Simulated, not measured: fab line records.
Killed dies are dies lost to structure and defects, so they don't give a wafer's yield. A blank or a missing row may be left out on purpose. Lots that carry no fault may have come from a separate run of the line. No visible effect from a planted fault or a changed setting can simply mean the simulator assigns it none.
Problem report in the 8D (eight disciplines) form, filled by code | flow n5 finfet | the parts of the form that need people (team, actions taken, sign-off) are left out

## 1. WHAT WENT WRONG
etch rf on time s at N5_BEOL_M10_ETCH_65 reads a mean of 93.7 s on 2 wafers of 2 lots; wafers without a fault read 65.1 s with a standard deviation of 2.1. That is +14 standard deviations from the usual mean.
The step: etches SiARC in CF4, target depth 39 nm, time 65 s.
First seen on wafer L396.3, day 13 04:16, on rie diel-06. At this step, 30 wafers from 11 lots have a number in the record. By rule, "out" or "out of limits" means more than 4 standard deviations away from the usual mean. The other wafers with a number count as sound.

## 2. WHAT IT IS, AND WHAT IT ISN'T
question                    | is                | is not
which readings at this step | etch rf on time s | drypump motor current A, oes product au, rf vpp V, showerhead plenum p Torr, throttle valve pct
which lots                  | L396, L399        | L386, L387, L390, L391, L401, L403, L404, L407, L408
which wafers of those lots  | L396.3, L399.3    | L396.4, L399.4
read on which tools         | rie diel-06       | rie diel-02, rie diel-05
when                        | from day 13 04:16 | up to then (13 sound wafers); but 15 sound wafers of L399, L401, L403, L404, L407, L408 came after

## 3. THE SUSPECTS, EACH WITH WHAT RULES IT OUT
Counting: any tool at a process step up to the reading remains a suspect provided it ran every lot that is out. Sound lots after the first of them don't rule it out here, since some wafers of a struck lot are sound.
- rie diel-06 at N5_BEOL_M10_ETCH_65 (etches SiARC in CF4, target depth 39 nm, time 65 s): kept. Ran every lot that is out, first one L396 (day 13 04:16); last sound lot up to then L391 (day 11 20:57). Its own etch rf on time s readings are out on those wafers.
- rie diel-06, N5_BEOL_M10_ETCH_65: wafers that are out in chamber 2, sound lot-mates in chambers 0, 1.
The count leaves rie diel-06 at N5_BEOL_M10_ETCH_65.

## 4. THE CAUSE (what the simulator had put in)
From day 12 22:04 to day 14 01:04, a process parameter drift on rie diel-06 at N5_BEOL_M10_ETCH_65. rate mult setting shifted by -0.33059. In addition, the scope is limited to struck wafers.
After counting, this tool was the only one left.

## 5. SEQUENCE OF EFFECTS, ordered by route
Each row: a reading whose mean over the struck wafers that have a number lies more than 3 standard deviations from the usual. Scope: only readings with a usual standard deviation given in the record; hours: median across lots of the time from each lot's start at the first step in this table that gives one to its start at this step; sigmas: change in usual standard deviations.
hours | step                | reading           | usual  | on struck wafers | change | sigmas
0     | N5_BEOL_M10_ETCH_65 | etch rf on time s | 65.1 s | 93.7             | +28.6  | +14
Here are the process steps it includes:
- N5_BEOL_M10_ETCH_65: etches SiARC in CF4, target depth 39 nm, time 65 s.

## 6. HOW IT WOULD HAVE BEEN CAUGHT EARLIER
In this record the first reading out of limits was taken at day 13 04:16, 6 hours after the fault began at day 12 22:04.
